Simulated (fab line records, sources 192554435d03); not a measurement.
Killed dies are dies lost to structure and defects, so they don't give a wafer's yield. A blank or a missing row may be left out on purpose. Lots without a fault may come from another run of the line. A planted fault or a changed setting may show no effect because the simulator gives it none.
Which tool did it? | flow n5_finfet | 22 lots, 66 wafers sampled, at 6 steps of a route of 1938

WHAT THE GAUGES READ, wafer by wafer
The record holds no reading of a measuring or inspecting step that can be judged against a usual standard deviation.

WHICH TOOL RAN EACH LOT (tool, then ch and the chambers of the sampled wafers, then the start)
lot  | N5_BEOL_M0_SAQP_ETCH_83            | N5_BEOL_M0_SAQP_SPACER1_ETCHBACK_99 | N5_BEOL_M0_SAQP_ETCH_107           | N5_BEOL_M0_SAQP_ALD_48            | N5_BEOL_M0_PRE_CLEAN_113     | N5_BEOL_M0_ANNEAL_135
L075 | rie_diel-02 ch 2,3, day 5 22:22    | rie_diel-02 ch 2,3, day 5 23:44     | rie_diel-02 ch 1,2, day 6 00:42    | ald_sin-03 ch 2,3, day 6 02:54    | pvd_sputter-01, day 6 06:53  | pvd_sputter-02, day 6 07:47
L074 | rie_diel-02 ch 1,2,3, day 6 02:22  | rie_diel-06 ch 1,2,3, day 6 03:51   | rie_diel-06 ch 0,1,3, day 6 04:49  | ald_sin-01 ch 0,2,3, day 6 06:39  | pvd_sputter-01, day 6 09:13  | pvd_sputter-01, day 6 10:21
L076 | rie_diel-01 ch 0,1, day 6 06:37    | rie_diel-06 ch 0,3, day 6 07:57     | rie_diel-01 ch 0,2,3, day 6 08:55  | ald_sin-03 ch 1,2,3, day 6 11:36  | pvd_sputter-03, day 6 14:13  | pvd_sputter-02, day 6 15:55
L077 | rie_diel-02 ch 2,3, day 6 11:26    | rie_diel-02 ch 1,2,3, day 6 13:23   | rie_diel-01 ch 2,3, day 6 14:23    | ald_sin-04 ch 0,1,3, day 6 17:04  | pvd_sputter-03, day 6 19:15  | pvd_sputter-02, day 6 20:01
L078 | rie_diel-02 ch 0,1,2, day 6 19:50  | rie_diel-02 ch 0,1,3, day 6 21:17   | rie_diel-06 ch 0,1, day 6 22:14    | ald_sin-03 ch 0,1,2, day 7 00:05  | pvd_sputter-01, day 7 03:35  | pvd_sputter-03, day 7 04:46
L079 | rie_diel-06 ch 1,3, day 6 22:22    | rie_diel-06 ch 0,1, day 6 23:44     | rie_diel-01 ch 0,1, day 7 00:47    | ald_sin-04 ch 0,3, day 7 02:39    | pvd_sputter-01, day 7 05:58  | pvd_sputter-02, day 7 06:53
L080 | rie_diel-02 ch 0,2,3, day 7 00:55  | rie_diel-02 ch 0,2, day 7 02:16     | rie_diel-06 ch 0,1, day 7 03:21    | ald_sin-01 ch 0,2, day 7 06:19    | pvd_sputter-01, day 7 09:01  | pvd_sputter-01, day 7 11:49
L081 | rie_diel-02 ch 1,2, day 7 10:03    | rie_diel-02 ch 1,2,3, day 7 11:26   | rie_diel-01 ch 0,2,3, day 7 12:25  | ald_sin-04 ch 0,3, day 7 14:07    | pvd_sputter-01, day 7 21:49  | pvd_sputter-01, day 7 22:43
L082 | rie_diel-01 ch 0,1,2, day 7 14:40  | rie_diel-02 ch 0,2,3, day 7 15:59   | rie_diel-02 ch 1,2,3, day 7 16:57  | ald_sin-01 ch 0,1,2, day 7 18:52  | pvd_sputter-03, day 7 23:37  | pvd_sputter-02, day 8 00:35
L084 | rie_diel-06 ch 0,1,2, day 8 08:07  | rie_diel-06 ch 0,2,3, day 8 10:01   | rie_diel-06 ch 2,3, day 8 11:18    | ald_sin-01 ch 0,2,3, day 8 14:48  | pvd_sputter-02, day 8 17:23  | pvd_sputter-01, day 8 19:25
L087 | rie_diel-02 ch 2,3, day 9 01:06    | rie_diel-06 ch 1,2, day 9 03:47     | rie_diel-06 ch 0,1,3, day 9 04:50  | ald_sin-03 ch 1,2,3, day 9 08:03  | pvd_sputter-03, day 9 12:26  | pvd_sputter-01, day 9 13:20
L085 | rie_diel-06 ch 1,2,3, day 9 04:58  | rie_diel-06 ch 0,1,2, day 9 09:08   | rie_diel-01 ch 0,2,3, day 9 10:13  | ald_sin-01 ch 0,2,3, day 9 15:29  | pvd_sputter-03, day 9 19:18  | pvd_sputter-03, day 9 20:12
L086 | rie_diel-02 ch 0,1,3, day 9 06:39  | rie_diel-06 ch 0,3, day 9 11:26     | rie_diel-06 ch 0,3, day 9 12:24    | ald_sin-01 ch 0,1,2, day 9 16:23  | pvd_sputter-03, day 9 20:36  | pvd_sputter-03, day 9 23:24
L088 | rie_diel-06 ch 0,3, day 9 20:17    | rie_diel-02 ch 0,3, day 9 21:41     | rie_diel-02 ch 0,1, day 9 22:46    | ald_sin-03 ch 0,3, day 10 00:50   | pvd_sputter-03, day 10 03:25 | pvd_sputter-02, day 10 04:40
L091 | rie_diel-06 ch 0,3, day 10 01:33   | rie_diel-06 ch 0,1,3, day 10 03:14  | rie_diel-06 ch 1,3, day 10 04:13   | ald_sin-04 ch 0,1, day 10 06:07   | pvd_sputter-03, day 10 09:57 | pvd_sputter-03, day 10 10:46
L090 | rie_diel-01 ch 0,1,3, day 10 04:24 | rie_diel-02 ch 1,3, day 10 05:44    | rie_diel-01 ch 0,1,3, day 10 06:42 | ald_sin-04 ch 1,2, day 10 08:29   | pvd_sputter-03, day 10 11:01 | pvd_sputter-03, day 10 11:50
L092 | rie_diel-02 ch 0,1, day 10 08:58   | rie_diel-06 ch 0,3, day 10 10:19    | rie_diel-01 ch 0,2,3, day 10 11:18 | ald_sin-04 ch 0,2,3, day 10 14:01 | pvd_sputter-03, day 10 18:01 | pvd_sputter-01, day 10 18:54
L093 | rie_diel-01 ch 0,1,2, day 10 10:47 | rie_diel-06 ch 0,1,2, day 10 12:07  | rie_diel-06 ch 0,2,3, day 10 13:04 | ald_sin-01 ch 0,1,3, day 10 15:57 | pvd_sputter-02, day 10 18:34 | pvd_sputter-01, day 10 19:25
L094 | rie_diel-02 ch 0,2,3, day 10 14:13 | rie_diel-06 ch 1,3, day 10 16:57    | rie_diel-06 ch 0,1,2, day 10 17:59 | ald_sin-04 ch 2,3, day 10 21:22   | pvd_sputter-02, day 11 00:21 | pvd_sputter-01, day 11 02:12
L095 | rie_diel-06 ch 0,1,2, day 10 16:37 | rie_diel-06 ch 0,1,2, day 10 18:26  | rie_diel-06 ch 1,2,3, day 10 19:25 | ald_sin-04 ch 1,2, day 10 21:52   | pvd_sputter-01, day 11 03:47 | pvd_sputter-02, day 11 05:47
L096 | rie_diel-06 ch 0,1,3, day 11 00:04 | rie_diel-01 ch 1,2,3, day 11 01:24  | rie_diel-02 ch 0,1,2, day 11 02:23 | ald_sin-04 ch 0,3, day 11 04:04   | pvd_sputter-03, day 11 07:40 | pvd_sputter-02, day 11 08:52
L097 | rie_diel-02 ch 0,1,2, day 11 08:50 | rie_diel-02 ch 0,1,2, day 11 11:35  | rie_diel-02 ch 0,2, day 11 12:46   | ald_sin-04 ch 0,1,3, day 11 16:14 | pvd_sputter-03, day 11 22:02 | pvd_sputter-01, day 12 00:14
- N5_BEOL_M0_SAQP_ETCH_83: etches SiARC in CF4, target depth 39 nm, time 65 s.
- N5_BEOL_M0_SAQP_SPACER1_ETCHBACK_99: etches SiO2 in CHF3/O2, target depth 15.4 nm, time 7.7 s.
- N5_BEOL_M0_SAQP_ETCH_107: etches SiNx in CH3F/O2, target depth 30 nm.
- N5_BEOL_M0_SAQP_ALD_48: deposits SiO2, target thk 20 nm, pulse time 1 s, co reactant pulse time 1 s.
- N5_BEOL_M0_PRE_CLEAN_113: time 30 s.
- N5_BEOL_M0_ANNEAL_135: time 60 s.

WHAT THE TOOLS THEMSELVES READ (means of the sampled wafers that have a number; where no wafer has one, the mark that the record gives instead)
N5_BEOL_M0_SAQP_ETCH_83.
lot  | tool        | drypump_motor_current_A (A) | etch_rf_on_time_s (s) | oes_product_au (a.u.) | rf_vpp_V (V) | showerhead_plenum_p_Torr (Torr) | throttle_valve_pct (%)
L075 | rie_diel-02 | 5.6                         | 66.9                  | 0.61                  | 184.4        | 2.16                            | 15.64
L074 | rie_diel-02 | 5.7                         | 66.2                  | 0.61                  | 183.1        | 2.14                            | 15.65
L076 | rie_diel-01 | 5.4                         | 65.4                  | 0.69                  | 185.0        | 2.20                            | 15.68
L077 | rie_diel-02 | 5.6                         | 67.2                  | 0.60                  | 183.9        | 2.15                            | 15.63
L078 | rie_diel-02 | 5.8                         | 66.9                  | 0.65                  | 184.9        | 2.17                            | 15.55
L079 | rie_diel-06 | 5.6                         | 63.4                  | 0.61                  | 183.8        | 2.16                            | 16.01
L080 | rie_diel-02 | 5.7                         | 66.7                  | 0.66                  | 185.7        | 2.16                            | 15.65
L081 | rie_diel-02 | 5.7                         | 66.3                  | 0.60                  | 184.0        | 2.16                            | 15.56
L082 | rie_diel-01 | 5.6                         | 64.9                  | 0.67                  | 183.9        | 2.17                            | 15.81
L084 | rie_diel-06 | 5.4                         | 61.8                  | 0.68                  | 184.6        | 2.19                            | 15.59
L087 | rie_diel-02 | 5.6                         | 66.0                  | 0.59                  | 183.7        | 2.15                            | 15.69
L085 | rie_diel-06 | 5.3                         | 61.6                  | 0.66                  | 184.0        | 2.14                            | 15.88
L086 | rie_diel-02 | 5.8                         | 65.9                  | 0.64                  | 183.6        | 2.14                            | 15.69
L088 | rie_diel-06 | 5.0                         | 62.4                  | 0.62                  | 182.5        | 2.11                            | 16.04
L091 | rie_diel-06 | 5.0                         | 62.0                  | 0.62                  | 183.1        | 2.11                            | 16.04
L090 | rie_diel-01 | 5.3                         | 65.4                  | 0.65                  | 185.0        | 2.16                            | 15.82
L092 | rie_diel-02 | 5.9                         | 65.7                  | 0.64                  | 185.1        | 2.15                            | 15.59
L093 | rie_diel-01 | 5.5                         | 65.2                  | 0.65                  | 184.9        | 2.16                            | 15.85
L094 | rie_diel-02 | 5.7                         | 67.0                  | 0.70                  | 184.1        | 2.15                            | 15.54
L095 | rie_diel-06 | 5.4                         | 61.9                  | 0.66                  | 185.3        | 2.18                            | 15.61
L096 | rie_diel-06 | 5.4                         | 63.0                  | 0.61                  | 184.8        | 2.16                            | 15.92
L097 | rie_diel-02 | 5.8                         | 66.3                  | 0.69                  | 184.5        | 2.16                            | 15.45

N5_BEOL_M0_SAQP_SPACER1_ETCHBACK_99.
lot  | tool        | O2_flow_sccm (sccm) | drypump_motor_current_A (A) | oes_ar_750_au (a.u.) | oes_product_au (a.u.) | rf_vpp_V (V) | showerhead_plenum_p_Torr (Torr) | throttle_valve_pct (%)
L075 | rie_diel-02 | 5.002               | 5.6                         | 0.71                 | 0.71                  | 529          | 2.43                            | 18.91
L074 | rie_diel-06 | 5.005               | 5.3                         | 0.78                 | 0.78                  | 517          | 2.42                            | 19.14
L076 | rie_diel-06 | 5.006               | 5.2                         | 0.76                 | 0.75                  | 526          | 2.46                            | 19.08
L077 | rie_diel-02 | 4.995               | 5.8                         | 0.72                 | 0.71                  | 521          | 2.42                            | 18.93
L078 | rie_diel-02 | 4.986               | 5.8                         | 0.77                 | 0.78                  | 517          | 2.41                            | 18.92
L079 | rie_diel-06 | 4.988               | 5.7                         | 0.73                 | 0.73                  | 525          | 2.49                            | 19.02
L080 | rie_diel-02 | 4.995               | 5.8                         | 0.81                 | 0.83                  | 534          | 2.45                            | 18.77
L081 | rie_diel-02 | 5.000               | 5.8                         | 0.71                 | 0.71                  | 522          | 2.41                            | 18.95
L082 | rie_diel-02 | 5.001               | 5.7                         | 0.76                 | 0.76                  | 526          | 2.42                            | 18.91
L084 | rie_diel-06 | 4.991               | 5.1                         | 0.78                 | 0.78                  | 520          | 2.43                            | 19.08
L087 | rie_diel-06 | 5.003               | 5.6                         | 0.76                 | 0.76                  | 520          | 2.46                            | 19.02
L085 | rie_diel-06 | 5.005               | 5.5                         | 0.78                 | 0.78                  | 524          | 2.47                            | 18.92
L086 | rie_diel-06 | 5.005               | 5.2                         | 0.74                 | 0.73                  | 527          | 2.45                            | 19.12
L088 | rie_diel-02 | 5.011               | 5.8                         | 0.75                 | 0.74                  | 513          | 2.39                            | 19.04
L091 | rie_diel-06 | 5.005               | 5.4                         | 0.71                 | 0.72                  | 522          | 2.43                            | 19.22
L090 | rie_diel-02 | 4.989               | 5.8                         | 0.71                 | 0.70                  | 513          | 2.39                            | 19.01
L092 | rie_diel-06 | 5.003               | 5.2                         | 0.74                 | 0.73                  | 526          | 2.44                            | 19.13
L093 | rie_diel-06 | 4.989               | 5.4                         | 0.76                 | 0.77                  | 524          | 2.47                            | 18.94
L094 | rie_diel-06 | 4.987               | 5.6                         | 0.70                 | 0.70                  | 517          | 2.42                            | 19.31
L095 | rie_diel-06 | 4.988               | 5.4                         | 0.77                 | 0.77                  | 525          | 2.47                            | 18.95
L096 | rie_diel-01 | 4.991               | 5.5                         | 0.71                 | 0.70                  | 532          | 2.41                            | 19.15
L097 | rie_diel-02 | 5.008               | 5.8                         | 0.80                 | 0.81                  | 529          | 2.43                            | 18.73

N5_BEOL_M0_SAQP_ETCH_107.
lot  | tool        | CH3F_flow_sccm (sccm) | O2_flow_sccm (sccm) | drypump_motor_current_A (A) | oes_ar_750_au (a.u.) | oes_product_au (a.u.) | rf_vpp_V (V) | showerhead_plenum_p_Torr (Torr) | throttle_valve_pct (%)
L075 | rie_diel-02 | 29.97                 | 20.04               | 5.8                         | 0.72                 | 0.72                  | 297          | 2.02                            | 16.32
L074 | rie_diel-06 | 30.01                 | 19.99               | 5.4                         | 0.74                 | 0.73                  | 297          | 2.03                            | 16.64
L076 | rie_diel-01 | 29.94                 | 20.01               | 5.5                         | 0.77                 | 0.79                  | 301          | 2.00                            | 16.62
L077 | rie_diel-01 | 30.03                 | 20.03               | 5.4                         | 0.71                 | 0.71                  | 299          | 1.98                            | 16.62
L078 | rie_diel-06 | 30.06                 | 20.04               | 5.8                         | 0.73                 | 0.72                  | 299          | 2.07                            | 16.50
L079 | rie_diel-01 | 29.97                 | 20.00               | 5.4                         | 0.79                 | 0.80                  | 303          | 2.06                            | 16.43
L080 | rie_diel-06 | 30.02                 | 19.98               | 5.5                         | 0.75                 | 0.74                  | 301          | 2.09                            | 16.40
L081 | rie_diel-01 | 29.95                 | 19.96               | 5.4                         | 0.76                 | 0.77                  | 301          | 2.00                            | 16.63
L082 | rie_diel-02 | 29.97                 | 20.00               | 5.8                         | 0.70                 | 0.71                  | 295          | 2.00                            | 16.44
L084 | rie_diel-06 | 30.02                 | 20.00               | 4.9                         | 0.77                 | 0.76                  | 291          | 1.95                            | 16.78
L087 | rie_diel-06 | 29.88                 | 20.00               | 5.4                         | 0.72                 | 0.72                  | 297          | 2.02                            | 16.66
L085 | rie_diel-01 | 29.96                 | 20.01               | 5.5                         | 0.74                 | 0.76                  | 299          | 1.99                            | 16.65
L086 | rie_diel-06 | 29.96                 | 20.05               | 5.0                         | 0.72                 | 0.72                  | 294          | 1.98                            | 16.83
L088 | rie_diel-02 | 30.04                 | 19.97               | 5.8                         | 0.79                 | 0.80                  | 299          | 2.02                            | 16.31
L091 | rie_diel-06 | 29.90                 | 19.97               | 5.2                         | 0.71                 | 0.70                  | 292          | 1.97                            | 16.92
L090 | rie_diel-01 | 30.01                 | 19.99               | 5.3                         | 0.75                 | 0.76                  | 301          | 2.01                            | 16.51
L092 | rie_diel-01 | 30.01                 | 19.99               | 5.5                         | 0.74                 | 0.75                  | 301          | 1.99                            | 16.67
L093 | rie_diel-06 | 30.01                 | 20.00               | 5.1                         | 0.77                 | 0.77                  | 295          | 2.01                            | 16.55
L094 | rie_diel-06 | 30.05                 | 20.07               | 5.4                         | 0.77                 | 0.76                  | 298          | 2.06                            | 16.41
L095 | rie_diel-06 | 29.97                 | 19.99               | 5.3                         | 0.75                 | 0.75                  | 293          | 2.00                            | 16.65
L096 | rie_diel-02 | 30.04                 | 20.01               | 5.8                         | 0.81                 | 0.83                  | 300          | 2.02                            | 16.20
L097 | rie_diel-02 | 30.04                 | 19.99               | 5.8                         | 0.84                 | 0.87                  | 303          | 2.03                            | 16.15

N5_BEOL_M0_SAQP_ALD_48.
lot  | tool       | heater_power_w (W) | precursor_pulse_height_rel
L075 | ald_sin-03 | 82                 | 1.004
L074 | ald_sin-01 | 76                 | 1.027
L076 | ald_sin-03 | 76                 | 1.003
L077 | ald_sin-04 | 72                 | 0.981
L078 | ald_sin-03 | 79                 | 1.000
L079 | ald_sin-04 | 72                 | 1.000
L080 | ald_sin-01 | 77                 | 1.019
L081 | ald_sin-04 | 73                 | 0.999
L082 | ald_sin-01 | 78                 | 0.995
L084 | ald_sin-01 | 76                 | 0.999
L087 | ald_sin-03 | 74                 | 0.994
L085 | ald_sin-01 | 76                 | 1.001
L086 | ald_sin-01 | 77                 | 1.000
L088 | ald_sin-03 | 85                 | 0.992
L091 | ald_sin-04 | 68                 | 1.018
L090 | ald_sin-04 | 77                 | 1.002
L092 | ald_sin-04 | 76                 | 0.994
L093 | ald_sin-01 | 76                 | 1.011
L094 | ald_sin-04 | 80                 | 0.999
L095 | ald_sin-04 | 76                 | 0.995
L096 | ald_sin-04 | 76                 | 0.978
L097 | ald_sin-04 | 72                 | 1.002

N5_BEOL_M0_PRE_CLEAN_113.
lot  | tool           | heater_power_w (W)
L075 | pvd_sputter-01 | 322
L074 | pvd_sputter-01 | 326
L076 | pvd_sputter-03 | 351
L077 | pvd_sputter-03 | 354
L078 | pvd_sputter-01 | 338
L079 | pvd_sputter-01 | 341
L080 | pvd_sputter-01 | 338
L081 | pvd_sputter-01 | 339
L082 | pvd_sputter-03 | 331
L084 | pvd_sputter-02 | 333
L087 | pvd_sputter-03 | 337
L085 | pvd_sputter-03 | 330
L086 | pvd_sputter-03 | 331
L088 | pvd_sputter-03 | 325
L091 | pvd_sputter-03 | 336
L090 | pvd_sputter-03 | 341
L092 | pvd_sputter-03 | 340
L093 | pvd_sputter-02 | 333
L094 | pvd_sputter-02 | 354
L095 | pvd_sputter-01 | 357
L096 | pvd_sputter-03 | 336
L097 | pvd_sputter-03 | 330

N5_BEOL_M0_ANNEAL_135.
lot  | tool           | heater_power_w (W)
L075 | pvd_sputter-02 | 770
L074 | pvd_sputter-01 | 835
L076 | pvd_sputter-02 | 822
L077 | pvd_sputter-02 | 830
L078 | pvd_sputter-03 | 849
L079 | pvd_sputter-02 | 736
L080 | pvd_sputter-01 | 767
L081 | pvd_sputter-01 | 794
L082 | pvd_sputter-02 | 826
L084 | pvd_sputter-01 | 797
L087 | pvd_sputter-01 | 816
L085 | pvd_sputter-03 | 859
L086 | pvd_sputter-03 | 861
L088 | pvd_sputter-02 | 803
L091 | pvd_sputter-03 | 827
L090 | pvd_sputter-03 | 856
L092 | pvd_sputter-01 | 876
L093 | pvd_sputter-01 | 810
L094 | pvd_sputter-01 | 793
L095 | pvd_sputter-02 | 754
L096 | pvd_sputter-02 | 779
L097 | pvd_sputter-01 | 814

THE ANSWER, worked out from the rows above alone
Rule: what is usual is taken from the lots themselves. Put in order of their means at a reading, lots are off if they are a third of the lots or fewer, leave a main group of 4 or more, and stand apart from it by a gap of 3 or more times the standard deviation of the main group's means; of several such gaps the widest counts. A main group whose means are all the same, to the digits that the tables above print for the reading, isn't used. A lot without any number at a reading at which 4 lots or more have one is off too. The other lots that the step has rows for count as sound. The gauges are gone through in route order, then the tools' own readings, and for those a lot's mean is taken as printed above. The first step at which some lot is off is used, and at that step the reading that is off furthest; a lot without a number counts as furthest.
No lot is off at any reading shown: from this, nothing can be told.

WHAT THE SIMULATOR HAD PUT IN
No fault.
